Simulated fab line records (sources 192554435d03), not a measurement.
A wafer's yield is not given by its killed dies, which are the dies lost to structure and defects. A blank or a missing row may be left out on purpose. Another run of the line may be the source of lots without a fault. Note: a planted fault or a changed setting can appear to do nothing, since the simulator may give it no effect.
Comparing a struck lot with a sound one    flow n5Finfet    38 steps out of a route of 1938
Sound: wafers L878.2, L878.3, L878.4. Struck: wafer L877.6 (left out: L877.3, a lot-mate that was not struck); the cause follows at the end.
Per side, at each step with rows, come the tool, then ch with its chambers, and then its first start. Under that, the readings that differ: sound wafers    struck wafers    difference of the means    sigmas: that difference in standard deviations of wafers without a fault.
alike: readings with means less than 2 such deviations apart, plus words and numbers identical on both sides. not compared: withheld readings, readings lacking a value on some wafer, bounds such as >300 that could conceal the same value, and numbers that have no deviation in the record and whose values overlap.
Wherever a step has rows on one side only, a row that says differs or no value, or a row with sigmas, the two part there. Numbers that don't overlap but have no deviation are shown without sigmas and don't part them. Lack of a reading on every wafer of one side parts them only where that side has two or more wafers.

first, 9 steps without rows for these wafers: N5_BEOL_M4_ANNEAL_95 (time 240 s); N5_BEOL_M4_SPUTTER_96 (material Cu, target thk 4.5 nm, time 8.29 s); N5_BEOL_M4_ECD_50 (material Cu, target thk 300 nm); N5_BEOL_M4_ANNEAL_51 (time 90 s); N5_BEOL_M4_CMP_52 (polishes, stops on SiOC, t overpolish 6.8 s, target thk 40 nm); N5_BEOL_M4_PRE_CLEAN_60 (time 15 s); N5_BEOL_M4_CO_CAP_55 (material Co, precursor CCTBA/H2, target thk 2 nm, time 102.1 s); N5_BEOL_M4_PRE_CLEAN_56 (time 15 s); N5_BEOL_M4_DEP_57 (deposits SiCN from 3MS/NH3, target thk 8 nm, time 14 s).
N5_BEOL_M4_RC_MEAS_101:
  sound on prober-02 ch 0, day 11 15:04; struck on prober-01 ch 0, day 11 14:52
  alike: DIBL_N, DIBL_P, IOFF_N, IOFF_P, ION_N, ION_P, SS_N, SS_P, VT_N, VT_P
then, 24 steps without rows for these wafers: N5_BEOL_M5_ILD_DEP_00 (deposits SiCOH lowk from DEMS/porogen, target thk 140.64 nm, time 25.9 s); N5_BEOL_M5_CURE_79 (cures SiCOH lowk, time 240 s); N5_BEOL_M5_PECVD_70 (deposits SiO2 from TEOS/O2, target thk 16 nm, time 18 s); N5_BEOL_M5_HM_DEP_02 (deposits TiN, target thk 20 nm); N5_BEOL_M5_COAT_59 (time 60 s, resist thk 60 nm); N5_BEOL_M5_COAT_60 (time 60 s, resist thk 12 nm); N5_BEOL_M5_COAT_71 (time 60 s, resist thk 5 nm); N5_BEOL_M5_COAT_05 (resist thk 30 nm); N5_BEOL_M5_EBR_07; N5_BEOL_M5_SOFTBAKE_06 (time 60 s); N5_BEOL_M5_EXPOSE_08 (exposes mask M5, target cd 28 nm); N5_BEOL_M5_PEB_09 (peb time 60 s); N5_BEOL_M5_DEVELOP_10 (develop time 30 s); N5_BEOL_M5_DESCUM_16 (chemistry O2, time 7 s); N5_BEOL_M5_ETCH_72 (etches underlayer in N2/H2, target depth 6.5 nm, time 5.2 s); N5_BEOL_M5_ETCH_61 (etches SiARC in CF4, target depth 15.6 nm, time 26 s); N5_BEOL_M5_ETCH_62 (etches SOC in N2/H2, target depth 75 nm, overetch 15 nm, time 112.5 s); N5_BEOL_M5_STRIP_63 (strips in N2/H2); N5_BEOL_M5_STRIP_73 (strips in N2/H2); N5_BEOL_M5_STRIP_64 (strips in CF4); N5_BEOL_M5_HM_OPEN_17 (chemistry Cl2/BCl3, target TiN, target depth 20 nm, overetch 6 nm); N5_BEOL_M5_STRIP_19 (strips in O2); N5_BEOL_M5_COAT_65 (time 60 s, resist thk 60 nm); N5_BEOL_M5_COAT_66 (time 60 s, resist thk 12 nm).
-- record jumps: 4 days separate the struck wafers' starts on either side; left off in module BEOL_M5, taken up again in module BEOL_M14, whose first shown step is the route's number 1767 --
N5_BEOL_M14_CMP_49: polishes, stops on SiO2, t overpolish 5.2 s, target thk 560 nm.
  sound on cmp-03 ch 0,1,2, day 15 02:43; struck on cmp-01 ch 2, day 15 11:44
reading                    sound              struck  difference  sigmas
barrierFieldEndpointS (s)  11.06 11.16 11.72  22.16   +10.85      +39
motorCurrentA (A)          9.6 8.4 9.2        7.2     -1.9        -3
overpolishRunS (s)         5.188 5.199 5.207  3.839   -1.359      -99 or more
timeToEndpointS (s)        116 114 125        157     +39         +9
N5_BEOL_M14_THK_MEAS_50: measures by xrf.
  sound on filmMetro-02, day 15 03:01; struck on filmMetro-02, day 15 11:55
reading       sound        struck  difference  sigmas
M14_THK (nm)  558 560 554  1044    +487        +41
N5_BEOL_M14_INSPECT_55: inspects for defects (darkfield).
  sound on defectInspect-02, day 15 03:10; struck on defectInspect-01, day 15 12:06
reading         sound     struck  difference  sigmas
rawDefectCount  44 63 83  6378    +6315       +99 or more
N5_PASSIVATION_PROBE_49:
  sound on prober-02, day 15 23:02; struck on prober-01, day 16 16:16
reading                 sound           struck  difference  sigmas
defectLimitedYield (%)  92.5 86.7 89.2  0       -89         -69
killed_at_M4_up         11 23 17        1092    +1075       +99 or more
killedDies              89 157 127      1180    +1056       +66
killedOnRim             7 23 17         152     +136        +32
sortNPass               1091 1023 1053  0       -1056       -66
sortYieldPct (%)        92.5 86.7 89.2  0       -89         -69
  alike: killed_at_M0_to_M3, killedAtContacts, killedAtFrontEnd, killedAtOther, killedOpen, killedShort, sort_bin_5_function, sort_bin_6_memory

WHERE THEY PART
Earliest at N5_BEOL_M14_CMP_49; latest, in this record, at N5_PASSIVATION_PROBE_49.

WHY: what had been put in by the simulator
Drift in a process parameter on cmp-01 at N5_BEOL_M14_CMP_49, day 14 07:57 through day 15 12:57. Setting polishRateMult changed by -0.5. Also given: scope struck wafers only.
